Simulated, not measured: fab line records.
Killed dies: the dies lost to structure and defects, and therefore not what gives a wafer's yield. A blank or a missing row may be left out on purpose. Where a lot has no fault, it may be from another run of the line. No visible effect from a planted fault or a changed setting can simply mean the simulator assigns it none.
Which of the tools did it?	flow n5_finfet	72 wafers from 24 lots sampled at 5 of the route's 1938 steps

## WHAT EACH GAUGE READ, for each wafer
N5_BEOL_M0_SAQP_INSPECT_16: inspects for defects (brightfield).
lot	measured	on	raw_defect_count
L074	day 5 17:48	defect_inspect-02	340 581 545
L075	day 5 21:23	defect_inspect-01	350 360 511
L076	day 6 02:11	defect_inspect-02	379 556 431
L077	day 6 02:49	defect_inspect-01	478 415 575
L078	day 6 14:02	defect_inspect-01	409 458 444
L079	day 6 18:26	defect_inspect-02	534 557 448
L080	day 6 20:37	defect_inspect-01	418 367 353
L081	day 7 01:16	defect_inspect-02	516 552 575
L082	day 7 08:46	defect_inspect-01	431 381 309
L083	day 7 17:16	defect_inspect-02	574 715 433
L084	day 8 09:59	defect_inspect-01	722 591 784
L086	day 8 10:45	defect_inspect-02	444 431 359
L085	day 8 14:04	defect_inspect-01	772 672 590
L087	day 8 14:13	defect_inspect-01	354 641 526
L088	day 8 23:53	defect_inspect-02	533 528 363
L089	day 9 06:59	defect_inspect-02	546 743 581
L090	day 9 10:56	defect_inspect-02	388 610 405
L091	day 9 17:15	defect_inspect-01	365 816 448
L092	day 10 03:16	defect_inspect-02	455 384 334
L093	day 10 06:34	defect_inspect-02	452 538 476
L094	day 10 13:32	defect_inspect-01	364 377 275
L097	day 11 04:37	defect_inspect-01	339 396 365
L095	day 11 04:56	defect_inspect-02	520 344 398
L096	day 11 05:06	defect_inspect-02	648 512 576

N5_BEOL_M0_SAQP_CD_MEAS_25 targets a cd of 13.1 nm.
lot	measured	on	cd_nm (nm)
L074	day 5 19:26	cd_sem-01	12.67 12.44 12.81
L075	day 5 22:59	cd_sem-01	12.74 12.86 13.13
L076	day 6 03:58	cd_sem-01	12.91 13.12 12.74
L077	day 6 04:24	cd_sem-03	12.93 12.60 12.86
L078	day 6 17:38	cd_sem-01	12.46 12.53 12.23
L079	day 6 20:13	cd_sem-01	12.47 12.69 12.78
L080	day 6 22:37	cd_sem-02	12.91 12.86 12.93
L081	day 7 02:53	cd_sem-02	13.27 12.81 12.74
L082	day 7 11:40	cd_sem-02	12.82 13.04 12.69
L083	day 7 18:52	cd_sem-01	13.06 13.03 13.06
L084	day 8 12:11	cd_sem-02	12.76 12.66 12.66
L086	day 8 12:36	cd_sem-03	12.90 12.85 12.80
L085	day 8 15:39	cd_sem-01	12.37 13.03 12.76
L087	day 8 15:54	cd_sem-01	12.71 12.97 12.78
L088	day 9 02:04	cd_sem-03	12.66 12.62 12.63
L089	day 9 08:34	cd_sem-03	13.08 12.65 12.87
L090	day 9 12:39	cd_sem-03	13.15 12.83 12.42
L091	day 9 18:58	cd_sem-02	12.84 12.81 12.90
L092	day 10 05:49	cd_sem-02	12.86 13.14 12.98
L093	day 10 08:16	cd_sem-03	12.79 13.03 12.99
L094	day 10 15:16	cd_sem-02	12.66 12.57 12.50
L097	day 11 08:20	cd_sem-03	12.50 12.80 12.87
L095	day 11 08:38	cd_sem-02	12.99 12.81 13.02
L096	day 11 08:40	cd_sem-03	12.56 12.77 12.84

## EACH LOT AND THE TOOL THAT RAN IT (in order: tool; ch and the chambers of the sampled wafers; start)
lot	N5_BEOL_M0_SAQP_ETCH_83	N5_BEOL_M0_SAQP_HM_OPEN_112	N5_BEOL_M0_SAQP_RECESS_114
L074	rie_diel-06 ch 0,1,3, day 5 17:54	rie_diel-06 ch 0,1,3, day 5 18:04	vapor_etch-02 ch 0,1, day 5 18:22
L075	rie_diel-05 ch 0,1,2, day 5 21:27	rie_diel-05 ch 0,1,2, day 5 21:36	vapor_etch-01 ch 0,1, day 5 21:55
L076	rie_diel-06 ch 0,2,3, day 6 02:15	rie_diel-06 ch 0,2,3, day 6 02:25	vapor_etch-01 ch 0,1, day 6 02:44
L077	rie_diel-05 ch 0,1,2, day 6 02:52	rie_diel-05 ch 0,1,2, day 6 03:02	vapor_etch-02 ch 0,1, day 6 03:21
L078	rie_diel-05 ch 0,1, day 6 14:07	rie_diel-05 ch 0,1, day 6 14:16	vapor_etch-01 ch 0,1, day 6 14:35
L079	rie_diel-04 ch 1,2, day 6 18:31	rie_diel-04 ch 1,2, day 6 18:40	vapor_etch-01 ch 0,1, day 6 18:59
L080	rie_diel-04 ch 0,1,2, day 6 20:41	rie_diel-04 ch 0,1,2, day 6 20:51	vapor_etch-01 ch 0,1, day 6 21:20
L081	rie_diel-04 ch 1,2, day 7 01:21	rie_diel-04 ch 1,2, day 7 01:31	vapor_etch-02 ch 0,1, day 7 01:50
L082	rie_diel-05 ch 1,2, day 7 08:56	rie_diel-05 ch 1,2, day 7 09:05	vapor_etch-01 ch 0,1, day 7 09:35
L083	rie_diel-04 ch 1,3, day 7 17:20	rie_diel-04 ch 1,3, day 7 17:29	vapor_etch-01 ch 0,1, day 7 17:56
L084	rie_diel-05 ch 1,2,3, day 8 10:04	rie_diel-05 ch 1,2,3, day 8 10:14	vapor_etch-01 ch 0,1, day 8 10:48
L086	rie_diel-04 ch 0,3, day 8 11:04	rie_diel-04 ch 0,3, day 8 11:13	vapor_etch-02 ch 0,1, day 8 11:33
L085	rie_diel-06 ch 0,2,3, day 8 14:07	rie_diel-06 ch 0,2,3, day 8 14:17	vapor_etch-01 ch 0,1, day 8 14:43
L087	rie_diel-06 ch 2,3, day 8 14:23	rie_diel-06 ch 2,3, day 8 14:32	vapor_etch-02 ch 0,1, day 8 14:51
L088	rie_diel-04 ch 1,2,3, day 9 00:28	rie_diel-04 ch 1,2,3, day 9 00:38	vapor_etch-01 ch 0,1, day 9 00:57
L089	rie_diel-05 ch 0,2,3, day 9 07:02	rie_diel-05 ch 0,2,3, day 9 07:12	vapor_etch-02 ch 0,1, day 9 07:31
L090	rie_diel-05 ch 0,1,3, day 9 11:01	rie_diel-05 ch 0,1,3, day 9 11:11	vapor_etch-01 ch 0,1, day 9 11:43
L091	rie_diel-05 ch 0,1, day 9 17:26	rie_diel-05 ch 0,1, day 9 17:35	vapor_etch-02 ch 0,1, day 9 17:54
L092	rie_diel-04 ch 2,3, day 10 03:43	rie_diel-04 ch 2,3, day 10 03:53	vapor_etch-01 ch 0,1, day 10 04:26
L093	rie_diel-06 ch 1,2,3, day 10 06:44	rie_diel-06 ch 1,2,3, day 10 06:54	vapor_etch-01 ch 0,1, day 10 07:13
L094	rie_diel-04 ch 0,2,3, day 10 13:42	rie_diel-04 ch 0,2,3, day 10 13:52	vapor_etch-02 ch 1, day 10 14:12
L097	rie_diel-05 ch 0,2,3, day 11 04:41	rie_diel-05 ch 0,2,3, day 11 04:51	vapor_etch-02 ch 0, day 11 05:11
L095	rie_diel-04 ch 0,2, day 11 05:00	rie_diel-04 ch 0,2, day 11 05:10	vapor_etch-02 ch 0,1, day 11 05:33
L096	rie_diel-06 ch 0,2,3, day 11 05:10	rie_diel-06 ch 0,2,3, day 11 05:19	vapor_etch-01 ch 0,1, day 11 05:38
- N5_BEOL_M0_SAQP_ETCH_83: etches SiARC in CF4, target depth 39 nm, time 65 s.
- N5_BEOL_M0_SAQP_HM_OPEN_112: chemistry CHF3/O2, target SiO2, stops on a-Si, target depth 12 nm, time 13.5 s.
- N5_BEOL_M0_SAQP_RECESS_114: chemistry HF/NH3, target SiO2, target depth 14.4 nm, afs cycles 3, sublimation time 60 s.

## AS READ BY THE TOOLS THEMSELVES (means over the sampled wafers that have a number; for cases with no such wafer, the mark the record gives instead)
N5_BEOL_M0_SAQP_ETCH_83.
lot	tool	drypump_motor_current_A (A)	etch_rf_on_time_s (s)	oes_product_au (a.u.)	rf_vpp_V (V)	showerhead_plenum_p_Torr (Torr)	throttle_valve_pct (%)
L074	rie_diel-06	5.6	64.6	0.64	184.9	2.16	15.59
L075	rie_diel-05	5.6	64.7	0.67	185.6	2.15	15.73
L076	rie_diel-06	5.6	65.3	0.63	184.5	2.22	15.57
L077	rie_diel-05	5.5	64.9	0.67	185.0	2.15	15.73
L078	rie_diel-05	5.8	66.1	0.62	183.0	2.16	15.91
L079	rie_diel-04	6.1	65.7	0.57	184.8	2.17	15.94
L080	rie_diel-04	6.0	64.0	0.63	184.4	2.13	15.87
L081	rie_diel-04	6.3	65.2	0.56	183.7	2.13	16.08
L082	rie_diel-05	5.4	64.8	0.66	184.4	2.09	15.65
L083	rie_diel-04	5.4	64.6	0.64	184.4	2.17	15.86
L084	rie_diel-05	5.4	65.3	0.69	183.5	2.10	15.53
L086	rie_diel-04	5.3	64.5	0.68	184.0	2.13	15.79
L085	rie_diel-06	5.6	65.1	0.62	184.2	2.21	15.61
L087	rie_diel-06	5.7	66.6	0.61	185.5	2.21	15.65
L088	rie_diel-04	5.8	64.5	0.69	184.4	2.15	15.79
L089	rie_diel-05	5.6	66.1	0.68	184.4	2.15	15.63
L090	rie_diel-05	5.7	65.4	0.64	184.6	2.11	15.73
L091	rie_diel-05	5.8	65.8	0.61	184.4	2.15	15.96
L092	rie_diel-04	6.0	62.9	0.76	184.1	2.11	15.73
L093	rie_diel-06	5.6	65.9	0.61	184.4	2.16	15.70
L094	rie_diel-04	5.7	63.8	0.72	183.7	2.11	15.74
L097	rie_diel-05	5.6	65.6	0.67	183.9	2.15	15.66
L095	rie_diel-04	5.9	63.5	0.73	183.2	2.08	15.65
L096	rie_diel-06	5.6	64.9	0.69	184.8	2.20	15.47

N5_BEOL_M0_SAQP_HM_OPEN_112.
lot	tool	drypump_motor_current_A (A)	oes_product_au (a.u.)	rf_vpp_V (V)	showerhead_plenum_p_Torr (Torr)	throttle_valve_pct (%)
L074	rie_diel-06	5.6	0.48	527	2.44	18.78
L075	rie_diel-05	5.6	0.51	525	2.42	18.94
L076	rie_diel-06	5.6	0.48	532	2.50	18.77
L077	rie_diel-05	5.5	0.51	524	2.42	18.95
L078	rie_diel-05	5.8	0.48	528	2.43	19.13
L079	rie_diel-04	6.1	0.44	530	2.44	19.11
L080	rie_diel-04	6.0	0.46	527	2.40	19.05
L081	rie_diel-04	6.3	0.44	525	2.40	19.23
L082	rie_diel-05	5.4	0.50	525	2.35	18.86
L083	rie_diel-04	5.4	0.49	523	2.44	19.10
L084	rie_diel-05	5.4	0.52	522	2.36	18.73
L086	rie_diel-04	5.3	0.51	519	2.40	19.05
L085	rie_diel-06	5.6	0.47	533	2.49	18.78
L087	rie_diel-06	5.7	0.48	535	2.49	18.86
L088	rie_diel-04	5.9	0.52	522	2.42	19.02
L089	rie_diel-05	5.5	0.53	523	2.42	18.83
L090	rie_diel-05	5.7	0.49	525	2.37	18.92
L091	rie_diel-05	5.8	0.46	527	2.42	19.17
L092	rie_diel-04	6.0	0.57	516	2.37	19.00
L093	rie_diel-06	5.7	0.47	530	2.43	18.89
L094	rie_diel-04	5.8	0.54	520	2.37	18.99
L097	rie_diel-05	5.6	0.52	521	2.41	18.86
L095	rie_diel-04	5.9	0.54	522	2.34	18.88
L096	rie_diel-06	5.6	0.52	532	2.48	18.69

N5_BEOL_M0_SAQP_RECESS_114.
lot	tool	drypump_motor_current_A (A)	foreline_p_Torr (Torr)
L074	vapor_etch-02	5.9	0.1273
L075	vapor_etch-01	6.0	0.1279
L076	vapor_etch-01	6.1	0.1277
L077	vapor_etch-02	5.9	0.1282
L078	vapor_etch-01	6.0	0.1281
L079	vapor_etch-01	6.1	0.1279
L080	vapor_etch-01	6.0	0.1279
L081	vapor_etch-02	5.9	0.1283
L082	vapor_etch-01	6.0	0.1279
L083	vapor_etch-01	6.1	0.1283
L084	vapor_etch-01	6.0	0.1281
L086	vapor_etch-02	6.2	0.1280
L085	vapor_etch-01	6.1	0.1280
L087	vapor_etch-02	5.9	0.1274
L088	vapor_etch-01	6.1	0.1282
L089	vapor_etch-02	6.1	0.1286
L090	vapor_etch-01	6.2	0.1284
L091	vapor_etch-02	6.2	0.1279
L092	vapor_etch-01	6.2	0.1280
L093	vapor_etch-01	6.0	0.1280
L094	vapor_etch-02	5.6	0.1274
L097	vapor_etch-02	6.5	0.1283
L095	vapor_etch-02	5.9	0.1281
L096	vapor_etch-01	6.2	0.1284

## THE ANSWER, worked out from the rows above alone
Rule: the usual values come from the lots themselves. The widest of any qualifying gaps counts: lots, ordered by their means at a reading, are off when they make up no more than a third of the lots, leave a main group of 4 or more, and stand apart from it by 3 or more times the standard deviation of that group's means. The tables above print the reading to a certain number of digits; a main group whose means all agree to those digits is not used. A lot without any number at a reading at which 4 lots or more have one is off too. Where the step has rows for the other lots, those lots are counted as sound. After the gauges, taken in route order, come the tools' own readings; for these a lot's mean is taken, as printed above. At the first step where some lot is off, the reading lying furthest off is the one used; lots without a number count as furthest.
Nothing can be told from this: no lot is off at any reading shown.

## WHAT THE SIMULATOR PUT IN
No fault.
